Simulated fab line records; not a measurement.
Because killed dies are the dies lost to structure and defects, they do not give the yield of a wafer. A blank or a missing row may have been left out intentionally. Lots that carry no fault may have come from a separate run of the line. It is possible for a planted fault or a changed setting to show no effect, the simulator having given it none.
Which of the tools did it? ; flow nand-harc ; 12 lots, 36 wafers sampled, at 6 steps of a route of 1302

WHAT THE GAUGES SHOWED, per wafer
NHARC_A_CONTACT_OVL_MEAS_09.
lot;measured;on;overlay-x-nm (nm);overlay-y-nm (nm)
L590;day 22 02:21;overlay-02;-1.0 -0.8 -0.7;1.4 1.2 1.3
L591;day 22 20:45;overlay-01;-0.1 -0.2 -0.3;1.1 1.0 0.8
L592;day 23 04:15;overlay-01;-1.1 -0.8 -1.5;-0.5 -0.4 -0.5
L593;day 23 04:56;overlay-01;0.7 0.4 0.3;-0.2 -0.1 -0.6
L596;day 24 22:19;overlay-01;0.8 1.0 1.5;1.0 1.6 1.1
L599;day 26 10:04;overlay-02;7.4 6.5 6.9;-0.6 -0.1 -0.5
L602;day 27 03:49;overlay-01;6.9 6.3 6.4;-0.1 -0.4 -0.1
L603;day 28 07:05;overlay-01;-0.9 -1.1 -0.5;0.5 0.7 0.8
L604;day 28 11:27;overlay-01;-1.0 -0.3 -0.5;0.5 -0.2 0.8
L609;day 29 19:10;overlay-02;1.2 1.2 0.8;0.8 0.6 0.6
L610;day 30 08:23;overlay-01;-1.4 -1.5 -1.5;-0.1 -0.8 -1.0
L612;day 31 21:02;overlay-01;0.3 0.6 0.1;-0.1 0.2 -0.5

NHARC_END_SORT_01.
lot;measured;on;killed-at-array;killed-at-other;killed-at-periphery;killed-dies;killed-open;killed-short
L602;day 29 09:18;prober-02;48 50 59;0 0 0;2 4 6;50 54 65;2 2 3;0 0 3
L604;day 30 17:04;prober-02;23;0;4;27;4;1

TOOL THAT RAN EACH LOT (tool first, then ch and the chambers of the sampled wafers, then the start)
lot;NHARC_A_CONTACT_ETCH_106;NHARC_A_CONTACT_EXPOSE_05;NHARC_A_CONTACT_ETCH_31;NHARC_A_CONTACT_ETCH_135
L590;rie-diel-03 ch 1,2, day 21 23:08;arfi-scanner-02 ch 0, day 22 02:07;rie-diel-03 ch 0,1,2, day 22 03:49 or earlier;har-cap-etch-02 ch 0,1, day 22 03:49
L591;rie-diel-03 ch 0,1,2, day 22 15:48;arfi-scanner-01 ch 0, day 22 20:32;rie-diel-03 ch 1,2,3, day 22 23:01 or earlier;har-cap-etch-02 ch 0,1, day 22 23:01
L592;rie-diel-03 ch 1,2,3, day 23 00:01;arfi-scanner-02 ch 0, day 23 04:02;rie-diel-02 ch 1,2,3, day 23 05:46 or earlier;har-cap-etch-02 ch 0,1, day 23 05:46
L593;rie-diel-02 ch 0,2,3, day 23 01:28;arfi-scanner-03 ch 0, day 23 04:43;rie-diel-03 ch 1,2, day 23 06:22 or earlier;har-cap-etch-03 ch 0,1, day 23 06:22
L596;rie-diel-03 ch 1,2, day 24 19:06;arfi-scanner-03 ch 0, day 24 22:06;rie-diel-03 ch 0,1,2, day 25 00:11 or earlier;har-cap-etch-02 ch 0,1, day 25 00:11
L599;rie-diel-02 ch 2,3, day 26 06:47;arfi-scanner-02 ch 0, day 26 09:50;rie-diel-03 ch 1,3, day 26 11:29 or earlier;har-cap-etch-03 ch 0,1, day 26 11:29
L602;rie-diel-03 ch 0,1,3, day 26 23:50;arfi-scanner-02 ch 0, day 27 03:35;rie-diel-03 ch 1,2,3, day 27 05:14 or earlier;har-cap-etch-03 ch 0,1, day 27 05:14
L603;rie-diel-12 ch 0,3, day 28 02:17;arfi-scanner-01 ch 0, day 28 06:51;rie-diel-12 ch 0,1,2, day 28 08:38 or earlier;har-cap-etch-01 ch 0,1, day 28 08:38
L604;rie-diel-03 ch 0,1, day 28 07:36;arfi-scanner-03 ch 0, day 28 11:14;rie-diel-12 ch 0,1, day 28 12:35;har-cap-etch-03 ch 0,1, day 28 13:27
L609;rie-diel-12 ch 2,3, day 29 09:20;arfi-scanner-01 ch 0, day 29 18:56;rie-diel-03 ch 1,3, day 29 20:43 or earlier;har-cap-etch-01 ch 0,1, day 29 20:43
L610;rie-diel-03 ch 1,2, day 30 05:08;arfi-scanner-01 ch 0, day 30 08:10;rie-diel-03 ch 1,2,3, day 30 10:07 or earlier;har-cap-etch-03 ch 0,1, day 30 10:07
L612;rie-diel-12 ch 0,3, day 31 14:58;arfi-scanner-03 ch 0, day 31 20:49;rie-diel-03 ch 0,3, day 31 23:12 or earlier;har-cap-etch-01 ch 0,1, day 31 23:12
- NHARC_A_CONTACT_ETCH_106: etches the open film in CF4/O2, target depth 90 nm, overetch 9 nm, time 49.5 s.
- NHARC_A_CONTACT_EXPOSE_05: exposes mask A CC.
- NHARC_A_CONTACT_ETCH_31: etches the open film in O2/COS, target depth 2800 nm, time 728 s.
- NHARC_A_CONTACT_ETCH_135: etches the open film in C4F8/O2/Ar, time 311 s, target depth 1912 nm.

WHAT THE TOOLS THEMSELVES READ (means of the sampled wafers that have a number; where no wafer has one, the mark that the record gives instead)
NHARC_A_CONTACT_ETCH_106.
lot;tool;drypump-motor-current-A (A);oes-product-au (a.u.);rf-vpp-V (V);showerhead-plenum-p-Torr (Torr);throttle-valve-pct (%)
L590;rie-diel-03;6.1;1.018;197.6;1.29;13.405
L591;rie-diel-03;5.8;1.015;197.8;1.30;13.396
L592;rie-diel-03;5.7;1.014;197.1;1.31;13.395
L593;rie-diel-02;5.7;0.998;198.4;1.36;13.393
L596;rie-diel-03;5.9;1.006;197.5;1.30;13.393
L599;rie-diel-02;5.5;0.998;197.5;1.34;13.392
L602;rie-diel-03;5.4;1.004;197.8;1.31;13.395
L603;rie-diel-12;5.8;0.986;200.2;1.40;13.396
L604;rie-diel-03;5.5;0.979;197.9;1.31;13.404
L609;rie-diel-12;5.8;0.990;199.3;1.40;13.405
L610;rie-diel-03;6.1;1.003;197.3;1.29;13.400
L612;rie-diel-12;5.8;1.007;198.5;1.36;13.393

NHARC_A_CONTACT_ETCH_31.
lot;tool;drypump-motor-current-A (A);oes-product-au (a.u.);rf-vpp-V (V);showerhead-plenum-p-Torr (Torr);throttle-valve-pct (%)
L590;rie-diel-03;5.8;1.019;312.8;3.06;28.326
L591;rie-diel-03;5.7;1.005;312.4;3.06;28.330
L592;rie-diel-02;5.6;1.004;313.0;3.07;28.323
L593;rie-diel-03;6.1;1.006;313.0;3.03;28.324
L596;rie-diel-03;5.8;1.000;312.8;3.05;28.327
L599;rie-diel-03;5.4;1.008;313.8;3.07;28.335
L602;rie-diel-03;5.7;1.002;313.2;3.05;28.327
L603;rie-diel-12;5.8;1.003;314.6;3.13;28.324
L604;rie-diel-12;5.8;1.003;313.4;3.11;28.323
L609;rie-diel-03;5.5;0.989;313.9;3.05;28.333
L610;rie-diel-03;5.8;0.996;312.8;3.04;28.323
L612;rie-diel-03;5.4;0.999;313.3;3.08;28.323

THE ANSWER, worked out from the rows above alone
Rule: the usual values come from the lots themselves. Put in order of their means at a reading, lots are off if they are a third of the lots or fewer, leave a main group of 4 or more, and stand apart from it by a gap of 3 or more times the standard deviation of the main group's means; of several such gaps the widest counts. The tables above print the reading to a certain number of digits; a main group whose means all agree to those digits is not used. A lot without any number at a reading at which 4 lots or more have one is off too. All remaining lots with rows at the step are treated as sound. The gauges are gone through in route order, then the tools' own readings, and for those a lot's mean is taken as printed above. The first step at which some lot is off is used, and at that step the reading that is off furthest; a lot without a number counts as furthest.
Off: L599, L602 (NHARC_A_CONTACT_OVL_MEAS_09, overlay-x-nm). Mean -0.2 nm and standard deviation 0.86 in the main group.
If a tool, at a process step before that reading, ran all the lots that are off and no sound lot after the first of them, it fits. Those tools and the gauges at NHARC_A_CONTACT_OVL_MEAS_09 are tried in the same way. One fits: arfi-scanner-02 at NHARC_A_CONTACT_EXPOSE_05. A fault onset in the window from L592 (day 23 04:02, its last sound lot) to L599 (day 26 09:50, its first lot off) fits.

WHAT WAS PUT IN BY THE SIMULATOR
Scanner matching overlay: arfi-scanner-02, from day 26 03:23 on, at NHARC_A_CONTACT_EXPOSE_05. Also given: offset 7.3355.
Struck lots among those shown: L599, L602. The rule given above showed the same thing.
